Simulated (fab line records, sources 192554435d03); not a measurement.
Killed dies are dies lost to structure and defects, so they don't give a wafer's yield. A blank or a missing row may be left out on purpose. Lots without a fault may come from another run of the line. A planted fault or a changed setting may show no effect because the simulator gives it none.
Chamber matching | flow n5_finfet | N5_BEOL_M5_DEP_56 on pecvd-03: 3 sister chambers
The step deposits SiCN from 3MS/NH3, target thk 8 nm, time 14 s. 3 wafers are shown with their chamber, then 8 later ones without.

WAFERS WITH THEIR CHAMBER
wafer  | chamber | throttle_valve_pct (%)
L084.4 | 1       | 9.3
L084.5 | 2       | 8.4
L088.1 | 0       | 9.6

WAFERS WITHOUT THEIR CHAMBER
wafer  | throttle_valve_pct (%)
L088.5 | 8.5
L088.6 | 9.3
L091.1 | 9.2
L091.2 | 9.0
L091.4 | 9.6
L092.2 | 9.5
L092.3 | 9.4
L092.4 | 9.4

WHICH CHAMBER EACH WENT THROUGH
wafer  | from the rows above     | in truth
L088.5 | 2                       | 2
L088.6 | 1                       | 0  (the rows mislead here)
L091.1 | 1                       | 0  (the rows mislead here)
L091.2 | 1                       | 1
L091.4 | 0                       | 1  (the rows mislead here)
L092.2 | can't be placed: 0 or 1 | 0
L092.3 | can't be placed: 1 or 0 | 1
L092.4 | can't be placed: 1 or 0 | 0
Placed correctly: 2 of 8. Can't be placed from these rows: 3 (the true chamber is among the candidates in 3). Placed wrongly: 3.
How it was worked out, from the rows above alone: a wafer's distance from a chamber is the root of the sum, over the readings, of the square of ((its reading less the chamber's mean) divided by the reading's scatter). The wafer belongs to the nearest chamber; if the next one is less than 2 further off, it can't be placed. A chamber's mean is the mean of its shown wafers. The scatter: with one shown wafer a chamber, the root of the mean of the squares of how far each hidden wafer lies from its nearest shown one.
